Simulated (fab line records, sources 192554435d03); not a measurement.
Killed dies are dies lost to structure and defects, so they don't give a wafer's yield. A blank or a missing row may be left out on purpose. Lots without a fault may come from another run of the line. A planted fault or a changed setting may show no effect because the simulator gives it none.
Chamber matching | flow n5_finfet | N5_BEOL_M13_DESCUM_33 on rie_diel-02: 4 sister chambers
The step chemistry O2, time 7.9 s. 7 wafers are shown with their chamber, then 8 later ones without.

WAFERS WITH THEIR CHAMBER
wafer  | chamber | throttle_valve_pct (%) | showerhead_plenum_p_Torr (Torr)
L080.6 | 1       | 20.35                  | 2.24
L081.3 | 0       | 20.88                  | 2.19
L081.4 | 3       | 20.03                  | 2.22
L084.1 | 2       | 20.94                  | 2.02
L084.5 | 0       | 20.89                  | 2.19
L084.6 | 1       | 20.36                  | 2.23
L088.1 | 2       | 20.95                  | 2.02

WAFERS WITHOUT THEIR CHAMBER
wafer  | throttle_valve_pct (%) | showerhead_plenum_p_Torr (Torr)
L088.2 | 20.37                  | 2.23
L088.6 | 20.06                  | 2.21
L095.2 | 20.90                  | 2.18
L095.3 | 20.09                  | 2.21
L095.5 | 20.98                  | 2.01
L096.1 | 20.91                  | 2.18
L096.2 | 20.96                  | 2.01
L096.5 | 20.98                  | 2.01

WHICH CHAMBER EACH WENT THROUGH
wafer  | from the rows above | in truth
L088.2 | 1                   | 1
L088.6 | 3                   | 3
L095.2 | 0                   | 0
L095.3 | 3                   | 3
L095.5 | 2                   | 2
L096.1 | 0                   | 0
L096.2 | 2                   | 2
L096.5 | 2                   | 2
Placed correctly: 8 of 8. Can't be placed from these rows: 0. Placed wrongly: 0.
How it was worked out, from the rows above alone: a wafer's distance from a chamber is the root of the sum, over the readings, of the square of ((its reading less the chamber's mean) divided by the reading's scatter). The wafer belongs to the nearest chamber; if the next one is less than 2 further off, it can't be placed. A chamber's mean is the mean of its shown wafers. The scatter: the root of (the sum of the squares of (reading less its chamber's mean) over the shown wafers, divided by (wafers less chambers)).
